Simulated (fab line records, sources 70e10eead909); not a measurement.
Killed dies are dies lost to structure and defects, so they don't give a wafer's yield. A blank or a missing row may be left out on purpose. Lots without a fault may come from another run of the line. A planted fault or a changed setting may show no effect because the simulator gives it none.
Which tool did it? | flow nand_harc | 22 lots, 66 wafers sampled, at 3 steps of a route of 1302

WHAT THE GAUGES READ, wafer by wafer
NHARC_A_SOURCE_PLATE_THK_MEAS_06: measures by ellipsometry. Usual: thk_nm 200.4 nm, standard deviation 2.
lot  | measured     | on            | thk_nm (nm)       | flag
L074 | day 7 19:51  | film_metro-01 | 199.8 199.6 202.0 |
L075 | day 8 03:19  | film_metro-01 | 199.8 200.6 200.5 |
L076 | day 8 22:52  | film_metro-01 | 195.7 196.9 196.1 |
L078 | day 9 08:07  | film_metro-01 | 201.5 200.7 203.2 |
L079 | day 10 04:08 | film_metro-01 | 200.3 196.2 197.0 |
L080 | day 10 14:11 | film_metro-02 | 201.0 201.2 198.7 |
L081 | day 10 23:01 | film_metro-02 | 199.3 200.4 201.6 |
L082 | day 11 06:44 | film_metro-02 | 198.6 198.1 198.8 |
L083 | day 11 18:08 | film_metro-01 | 197.5 199.6 200.6 |
L084 | day 12 03:58 | film_metro-01 | 200.5 202.5 199.9 |
L085 | day 12 17:19 | film_metro-01 | 199.6 200.7 201.3 |
L086 | day 12 17:20 | film_metro-02 | 200.4 200.8 200.0 |
L087 | day 13 14:17 | film_metro-02 | 199.9 198.3 196.6 |
L088 | day 13 14:18 | film_metro-02 | 198.8 203.0 201.7 |
L089 | day 14 03:31 | film_metro-02 | 198.5 201.4 202.2 |
L091 | day 14 23:03 | film_metro-01 | 203.2 204.6 204.7 |
L092 | day 15 08:18 | film_metro-02 | 199.9 201.6 203.5 |
L093 | day 15 08:18 | film_metro-01 | 204.4 201.6 203.6 |
L094 | day 15 22:01 | film_metro-01 | 202.1 200.6 200.8 |
L095 | day 16 04:19 | film_metro-02 | 201.5 202.1 201.8 |
L096 | day 16 23:24 | film_metro-01 | 200.7 203.8 202.9 |
L097 | day 17 04:56 | film_metro-01 | 199.8 204.0 204.3 |

NHARC_A_ONON_D1_THK_MEAS_11: measures by ellipsometry. Usual: thk_nm 1001 nm, standard deviation 8.2.
lot  | measured     | on            | thk_nm (nm)    | flag
L074 | day 7 22:13  | film_metro-02 | 999 1001 1002  |
L075 | day 8 05:43  | film_metro-01 | 1003 1003 1005 |
L076 | day 9 01:12  | film_metro-01 | 999 1001 1001  |
L078 | day 9 10:27  | film_metro-01 | 992 991 991    |
L079 | day 10 06:28 | film_metro-02 | 988 989 986    |
L080 | day 10 16:35 | film_metro-02 | 1010 1011 1010 |
L081 | day 11 01:21 | film_metro-02 | 1007 1006 1005 |
L082 | day 11 09:04 | film_metro-02 | 1016 1018 1016 |
L083 | day 11 20:29 | film_metro-02 | 994 991 992    |
L084 | day 12 06:19 | film_metro-02 | 996 996 995    |
L085 | day 12 19:38 | film_metro-01 | 997 999 1000   |
L086 | day 12 19:42 | film_metro-02 | 997 997 997    |
L087 | day 13 16:38 | film_metro-02 | 997 998 996    |
L088 | day 13 16:38 | film_metro-01 | 1008 1009 1008 |
L089 | day 14 06:47 | film_metro-01 | 997 998 998    |
L091 | day 15 01:29 | film_metro-01 | 1014 1015 1012 |
L092 | day 15 10:39 | film_metro-01 | 1004 1002 1003 |
L093 | day 15 10:38 | film_metro-02 | 1004 1004 1003 |
L094 | day 16 00:23 | film_metro-02 | 982 982 982    |
L095 | day 16 06:41 | film_metro-01 | 1012 1010 1011 |
L096 | day 17 01:44 | film_metro-01 | 1009 1011 1010 |
L097 | day 17 07:17 | film_metro-02 | 1001 999 1001  |

WHICH TOOL RAN EACH LOT (tool, then ch and the chambers of the sampled wafers, then the start)
lot  | NHARC_A_ZERO_WELL_RTA_16
L074 | rtp_anneal-01 ch 0, day 6 23:41
L075 | rtp_anneal-02 ch 0, day 7 04:36
L076 | rtp_anneal-01 ch 0, day 7 22:50
L078 | rtp_anneal-01 ch 0, day 8 11:00
L079 | rtp_anneal-01 ch 0, day 9 06:26
L080 | rtp_anneal-01 ch 0, day 9 17:34
L081 | rtp_anneal-02 ch 0, day 10 00:25
L082 | rtp_anneal-01 ch 0, day 10 07:14
L083 | rtp_anneal-01 ch 0, day 10 21:00
L084 | rtp_anneal-01 ch 0, day 11 05:38
L085 | rtp_anneal-02 ch 0, day 11 19:39
L086 | rtp_anneal-01 ch 0, day 11 20:03
L087 | rtp_anneal-01 ch 0, day 12 17:25
L088 | rtp_anneal-02 ch 0, day 12 18:22
L089 | rtp_anneal-02 ch 0, day 13 07:57
L091 | rtp_anneal-01 ch 0, day 14 01:18
L092 | rtp_anneal-01 ch 0, day 14 11:46
L093 | rtp_anneal-02 ch 0, day 14 12:32
L094 | rtp_anneal-01 ch 0, day 15 01:59
L095 | rtp_anneal-01 ch 0, day 15 08:16
L096 | rtp_anneal-02 ch 0, day 16 00:33
L097 | rtp_anneal-02 ch 0, day 16 08:31
- NHARC_A_ZERO_WELL_RTA_16: time 10 s.

WHAT THE TOOLS THEMSELVES READ (means of the sampled wafers that have a number; where no wafer has one, the mark that the record gives instead)
NHARC_A_ZERO_WELL_RTA_16. Usual: lamp_power_pct 28.2 %, standard deviation 0.43; lamp_zone_3_pct 28.2 %, standard deviation 0.43; lamp_zone_4_pct 28.2 %, standard deviation 0.44; wafer_temp_C_max 1006.0, standard deviation 1.7.
lot  | tool          | lamp_power_pct (%) | lamp_zone_3_pct (%) | lamp_zone_4_pct (%) | wafer_temp_C_max | flag
L074 | rtp_anneal-01 | 27.8               | 27.9                | 27.8                | 1008.2           |
L075 | rtp_anneal-02 | 28.7               | 28.7                | 28.7                | 1004.3           |
L076 | rtp_anneal-01 | 27.8               | 27.8                | 27.8                | 1008.2           |
L078 | rtp_anneal-01 | 27.9               | 27.8                | 27.8                | 1007.4           |
L079 | rtp_anneal-01 | 27.8               | 27.8                | 27.8                | 1008.4           |
L080 | rtp_anneal-01 | 27.9               | 27.8                | 27.8                | 1006.2           |
L081 | rtp_anneal-02 | 28.7               | 28.7                | 28.7                | 1005.0           |
L082 | rtp_anneal-01 | 27.8               | 27.8                | 27.8                | 1005.9           |
L083 | rtp_anneal-01 | 27.8               | 27.9                | 27.8                | 1007.4           |
L084 | rtp_anneal-01 | 27.9               | 27.8                | 27.8                | 1005.8           |
L085 | rtp_anneal-02 | 28.8               | 28.7                | 28.7                | 1003.9           |
L086 | rtp_anneal-01 | 27.8               | 27.8                | 27.8                | 1007.4           |
L087 | rtp_anneal-01 | 27.8               | 27.8                | 27.9                | 1006.9           |
L088 | rtp_anneal-02 | 28.7               | 28.7                | 28.8                | 1004.7           |
L089 | rtp_anneal-02 | 28.7               | 28.7                | 28.7                | 1004.3           |
L091 | rtp_anneal-01 | 27.8               | 27.8                | 27.8                | 1007.4           |
L092 | rtp_anneal-01 | 27.8               | 27.8                | 27.8                | 1006.8           |
L093 | rtp_anneal-02 | 28.7               | 28.7                | 28.7                | 1004.3           |
L094 | rtp_anneal-01 | 27.8               | 27.9                | 27.8                | 1006.6           |
L095 | rtp_anneal-01 | 27.9               | 27.8                | 27.8                | 1006.1           |
L096 | rtp_anneal-02 | 28.7               | 28.7                | 28.7                | 1005.5           |
L097 | rtp_anneal-02 | 28.7               | 28.8                | 28.7                | 1004.3           |

THE ANSWER, worked out from the rows above alone
Rule: a lot is off if the mean of its wafers that have a number lies more than 3 standard deviations from the usual mean. A lot without any number at a reading at which 4 lots or more have one is off too. The other lots that the step has rows for count as sound. The gauges are gone through in route order, then the tools' own readings, and for those a lot's mean is taken as printed above. The first step at which some lot is off is used, and at that step the reading that is off furthest; a lot without a number counts as furthest.
No lot is off at any reading shown: from this, nothing can be told.

WHAT THE SIMULATOR HAD PUT IN
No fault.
